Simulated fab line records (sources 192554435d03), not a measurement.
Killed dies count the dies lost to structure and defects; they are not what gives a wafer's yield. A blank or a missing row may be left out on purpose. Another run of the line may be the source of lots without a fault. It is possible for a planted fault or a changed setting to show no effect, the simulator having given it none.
Matching of chambers :: flow n5-finfet :: pecvd-04 running N5_BEOL_M1_PECVD_72: 3 sister chambers
The step deposits SiO2 from TEOS/O2, target thk 16 nm, time 18 s. 22 wafers are shown with their chamber, then 11 later ones without.

== EACH WAFER AND ITS CHAMBER ==
wafer: L074.1
chamber: 2
throttle-valve-pct (%): 22.4
showerhead-plenum-p-Torr (Torr): 8.85
heater-power-w (W): 621

wafer: L074.5
chamber: 2
throttle-valve-pct (%): 22.6
showerhead-plenum-p-Torr (Torr): 8.87
heater-power-w (W): 612

wafer: L074.6
chamber: 0
throttle-valve-pct (%): 23.1
showerhead-plenum-p-Torr (Torr): 8.82
heater-power-w (W): 595

wafer: L082.2
chamber: 1
throttle-valve-pct (%): 24.3
showerhead-plenum-p-Torr (Torr): 8.69
heater-power-w (W): 668

wafer: L082.3
chamber: 2
throttle-valve-pct (%): 22.5
showerhead-plenum-p-Torr (Torr): 8.85
heater-power-w (W): 724

wafer: L082.6
chamber: 0
throttle-valve-pct (%): 23.1
showerhead-plenum-p-Torr (Torr): 8.79
heater-power-w (W): 638

wafer: L083.1
chamber: 0
throttle-valve-pct (%): 22.9
showerhead-plenum-p-Torr (Torr): 8.81
heater-power-w (W): 547

wafer: L083.2
chamber: 2
throttle-valve-pct (%): 22.4
showerhead-plenum-p-Torr (Torr): 8.87
heater-power-w (W): 719

wafer: L083.6
chamber: 2
throttle-valve-pct (%): 22.4
showerhead-plenum-p-Torr (Torr): 8.86
heater-power-w (W): 718

wafer: L084.1
chamber: 1
throttle-valve-pct (%): 24.0
showerhead-plenum-p-Torr (Torr): 8.68
heater-power-w (W): 569

wafer: L084.2
chamber: 2
throttle-valve-pct (%): 22.5
showerhead-plenum-p-Torr (Torr): 8.87
heater-power-w (W): 648

wafer: L084.4
chamber: 0
throttle-valve-pct (%): 22.9
showerhead-plenum-p-Torr (Torr): 8.82
heater-power-w (W): 608

wafer: L085.1
chamber: 0
throttle-valve-pct (%): 22.9
showerhead-plenum-p-Torr (Torr): 8.84
heater-power-w (W): 588

wafer: L085.2
chamber: 2
throttle-valve-pct (%): 22.5
showerhead-plenum-p-Torr (Torr): 8.87
heater-power-w (W): 732

wafer: L085.4
chamber: 2
throttle-valve-pct (%): 22.7
showerhead-plenum-p-Torr (Torr): 8.87
heater-power-w (W): 743

wafer: L088.1
chamber: 0
throttle-valve-pct (%): 23.2
showerhead-plenum-p-Torr (Torr): 8.81
heater-power-w (W): 602

wafer: L088.2
chamber: 1
throttle-valve-pct (%): 24.2
showerhead-plenum-p-Torr (Torr): 8.71
heater-power-w (W): 579

wafer: L088.3
chamber: 2
throttle-valve-pct (%): 22.4
showerhead-plenum-p-Torr (Torr): 8.89
heater-power-w (W): 639

wafer: L089.1
chamber: 1
throttle-valve-pct (%): 24.0
showerhead-plenum-p-Torr (Torr): 8.70
heater-power-w (W): 567

wafer: L089.4
chamber: 2
throttle-valve-pct (%): 22.5
showerhead-plenum-p-Torr (Torr): 8.89
heater-power-w (W): 721

wafer: L089.6
chamber: 0
throttle-valve-pct (%): 23.1
showerhead-plenum-p-Torr (Torr): 8.82
heater-power-w (W): 582

wafer: L090.1
chamber: 1
throttle-valve-pct (%): 24.3
showerhead-plenum-p-Torr (Torr): 8.71
heater-power-w (W): 663

SIGNATURES, as means of the wafers listed above
reading: throttle-valve-pct
chamber 0: 23.029
chamber 1: 24.160
chamber 2: 22.490
scatter within a chamber: 0.12

reading: showerhead-plenum-p-Torr
chamber 0: 8.8157
chamber 1: 8.6980
chamber 2: 8.8690
scatter within a chamber: 0.014

reading: heater-power-w
chamber 0: 594.29
chamber 1: 609.20
chamber 2: 687.70
scatter within a chamber: 45.1
Rule: a wafer lies at a distance from a chamber equal to the root of the sum of squares, over the readings, of (its reading less the chamber's mean, divided by the reading's scatter). If the next closest chamber is less than 2 further off than the closest, the wafer can't be placed; otherwise it belongs to the closest. The scatter: the root of (the sum of the squares of (reading less its chamber's mean) over the shown wafers, divided by (wafers less chambers)).

== WAFERS WITHOUT THEIR CHAMBER ==
wafer: L090.2
throttle-valve-pct (%): 23.1
showerhead-plenum-p-Torr (Torr): 8.82
heater-power-w (W): 611

wafer: L090.5
throttle-valve-pct (%): 22.9
showerhead-plenum-p-Torr (Torr): 8.80
heater-power-w (W): 620

wafer: L092.1
throttle-valve-pct (%): 22.9
showerhead-plenum-p-Torr (Torr): 8.86
heater-power-w (W): 609

wafer: L092.2
throttle-valve-pct (%): 23.1
showerhead-plenum-p-Torr (Torr): 8.80
heater-power-w (W): 641

wafer: L092.3
throttle-valve-pct (%): 23.8
showerhead-plenum-p-Torr (Torr): 8.70
heater-power-w (W): 682

wafer: L092.4
throttle-valve-pct (%): 22.5
showerhead-plenum-p-Torr (Torr): 8.86
heater-power-w (W): 604

wafer: L092.5
throttle-valve-pct (%): 23.0
showerhead-plenum-p-Torr (Torr): 8.81
heater-power-w (W): 649

wafer: L092.6
throttle-valve-pct (%): 24.2
showerhead-plenum-p-Torr (Torr): 8.70
heater-power-w (W): 670

wafer: L094.1
throttle-valve-pct (%): 22.7
showerhead-plenum-p-Torr (Torr): 8.87
heater-power-w (W): 635

wafer: L094.2
throttle-valve-pct (%): 23.2
showerhead-plenum-p-Torr (Torr): 8.80
heater-power-w (W): 622

wafer: L094.3
throttle-valve-pct (%): 24.2
showerhead-plenum-p-Torr (Torr): 8.70
heater-power-w (W): 620

== CHAMBER TAKEN BY EACH ==
wafer: L090.2
from the rows above: 0
in truth: 0

wafer: L090.5
from the rows above: 0
in truth: 0

wafer: L092.1
from the rows above: can't be placed: 0 or 2
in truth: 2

wafer: L092.2
from the rows above: 0
in truth: 0

wafer: L092.3
from the rows above: 1
in truth: 1

wafer: L092.4
from the rows above: 2
in truth: 2

wafer: L092.5
from the rows above: 0
in truth: 0

wafer: L092.6
from the rows above: 1
in truth: 1

wafer: L094.1
from the rows above: 2
in truth: 2

wafer: L094.2
from the rows above: 0
in truth: 0

wafer: L094.3
from the rows above: 1
in truth: 1
10 of 11 placed correctly. Cannot be placed on the basis of these rows: 1; the candidates contain the true chamber in 1. Placed wrongly: 0.
